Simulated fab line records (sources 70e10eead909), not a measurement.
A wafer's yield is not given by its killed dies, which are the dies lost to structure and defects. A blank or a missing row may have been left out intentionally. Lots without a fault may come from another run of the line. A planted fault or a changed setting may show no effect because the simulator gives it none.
A lot that was struck, set against a sound lot    flow nand harc    28 steps out of a route of 1159
Sound: wafers L465.1, L465.2, L465.6. Struck: wafer L460.4. The cause is given at the end.
Per side, at each step with rows, come the tool, then ch with its chambers, and then its first start. Under that, the readings that differ: sound wafers    struck wafers    difference of the means    sigmas: that difference in standard deviations of wafers without a fault.
alike: readings whose means differ by less than 2 such deviations, and words and numbers that are the same on both sides. not compared: withheld readings, readings that some wafer has no value for, bounds like >300 that may hide the same value, and numbers for which the record gives no deviation and whose values overlap.
A row with sigmas, a row that says differs or no value, or rows on one side alone: a step with any of these is where the two part. Numbers that don't overlap but have no deviation are shown without sigmas and don't part them. A reading missing from all wafers of one side parts the sides only when that side holds two or more wafers.

NHARC_A_CONTACT_ETCH_122: etches the open film in C4F8/O2/Ar, time 95 s, target depth 930 nm.
  sound on har cap etch-02 ch 0,1, day 20 05:23; struck on har cap etch-01 ch 0, day 19 09:40
  not compared: rf hours counter h
NHARC_A_CONTACT_ETCH_123: etches the open film in C4F8/O2/Ar, time 253 s, target depth 1090 nm.
  sound on har cap etch-02 ch 0,1, day 20 05:29; struck on har cap etch-01 ch 0, day 19 09:53
  not compared: rf hours counter h
then, 1 step without rows for these wafers: NHARC_A_CONTACT_ETCH_90 (etches the open film in CH3F/O2, target depth 40 nm, time 85.7 s).
NHARC_A_CONTACT_ETCH_96: etches the open film in C4F6/O2, target depth 20 nm, time 10 s.
  sound on rie diel-06 ch 1,2,3; struck on rie diel-08 ch 1
  alike: c4f6 flow sccm, drypump motor current A, oes product au, rf vpp V, showerhead plenum p Torr, throttle valve pct
  not compared: rf hours counter h
NHARC_A_CONTACT_CD_MEAS_53:
  struck on cd sem-02, day 19 10:32; sound on cd sem-03, day 20 06:18
  alike: cd nm
then, 4 steps without rows for these wafers: NHARC_A_CONTACT_STRIP_99 (strips in N2/H2); NHARC_A_CONTACT_STRIP_100 (strips in CF4/CHF3); NHARC_A_CONTACT_STRIP_101 (strips in O2/COS); NHARC_A_CONTACT_ETCH_102 (etches the open film in CF4/O2, target depth 70 nm, overetch 7 nm, time 38.5 s).
NHARC_A_CONTACT_STRIP_55: strips in O2.
  sound on rie diel-08 ch 0,1,2; struck on rie diel-08 ch 0
  alike: drypump motor current A, oes product au, rf vpp V, showerhead plenum p Torr, throttle valve pct
  not compared: rf hours counter h
then, 2 steps without rows for these wafers: NHARC_A_CONTACT_STRIP_56 (strips in post etch residue remover, time 600 s); NHARC_A_CONTACT_DEP_57 (deposits aC, target thk 2800 nm).
NHARC_A_CONTACT_DEP_58: deposits SiON, target thk 60 nm.
  sound on pecvd-04 ch 0,1,2, day 20 09:05; struck on pecvd-03 ch 1, day 19 13:24
  alike: heater power w
then, 10 steps without rows for these wafers: NHARC_A_CONTACT_DEHYDRATE_59 (time 120 s); NHARC_A_CONTACT_HMDS_60 (time 30 s); NHARC_A_CONTACT_COAT_61 (time 75 s); NHARC_A_CONTACT_COAT_62 (time 65 s); NHARC_A_CONTACT_COAT_63 (resist thk 90 nm); NHARC_A_CONTACT_SOFTBAKE_64 (time 55 s); NHARC_A_CONTACT_EBR_65; NHARC_A_CONTACT_EXPOSE_66 (exposes mask A CC 2); NHARC_A_CONTACT_PEB_67 (peb time 65 s); NHARC_A_CONTACT_DEVELOP_68 (develop time 35 s).
NHARC_A_CONTACT_CD_MEAS_69: target cd 200 nm.
  sound on cd sem-03 ch 0, day 20 09:39; struck on cd sem-01 ch 0, day 19 14:01
  alike: cd nm
NHARC_A_CONTACT_OVL_MEAS_70:
  struck on overlay-02, day 19 14:06; sound on overlay-01, day 20 09:44
reading            sound           struck  difference  sigmas
overlay x nm (nm)  -0.3 -0.2 -0.8  1.3     +1.7        +2
overlay y nm (nm)  0.2 0.7 -0.1    -1.1    -1.4        -2
NHARC_A_CONTACT_INSPECT_71:
  struck on defect inspect-02, day 19 14:18; sound on defect inspect-02, day 20 09:47
reading           sound     struck  difference  sigmas
raw defect count  33 45 25  1275    +1241       +89
  not compared: hold
NHARC_A_CONTACT_DESCUM_74: chemistry O2, time 3 s.
  sound on rie diel-08 ch 2,3, day 20 09:50; struck on rie diel-08 ch 3, day 19 16:49
reading                 sound                 struck                    difference                    sigmas
hold                    - - -                 await dispo/2.4h/release  no value on the sound wafers  
throttle valve pct (%)  11.305 11.293 11.316  11.332                    +0.027                        +3
  alike: drypump motor current A, oes product au, rf vpp V, showerhead plenum p Torr
  not compared: rf hours counter h
-- jump in the record: it breaks off in module A_CONTACT and resumes in module END (first step shown: number 1159 of the route), and 4 days separate the struck wafers' starts before and after --
NHARC_END_SORT_01:
  only the struck wafers appear in the record here, on prober-02 ch 0 at day 23 15:43; the sound ones have no rows

WHERE THEY PART
Last at NHARC_END_SORT_01 as far as this record goes, first at NHARC_A_CONTACT_OVL_MEAS_70.

WHY: the cause the simulator had injected
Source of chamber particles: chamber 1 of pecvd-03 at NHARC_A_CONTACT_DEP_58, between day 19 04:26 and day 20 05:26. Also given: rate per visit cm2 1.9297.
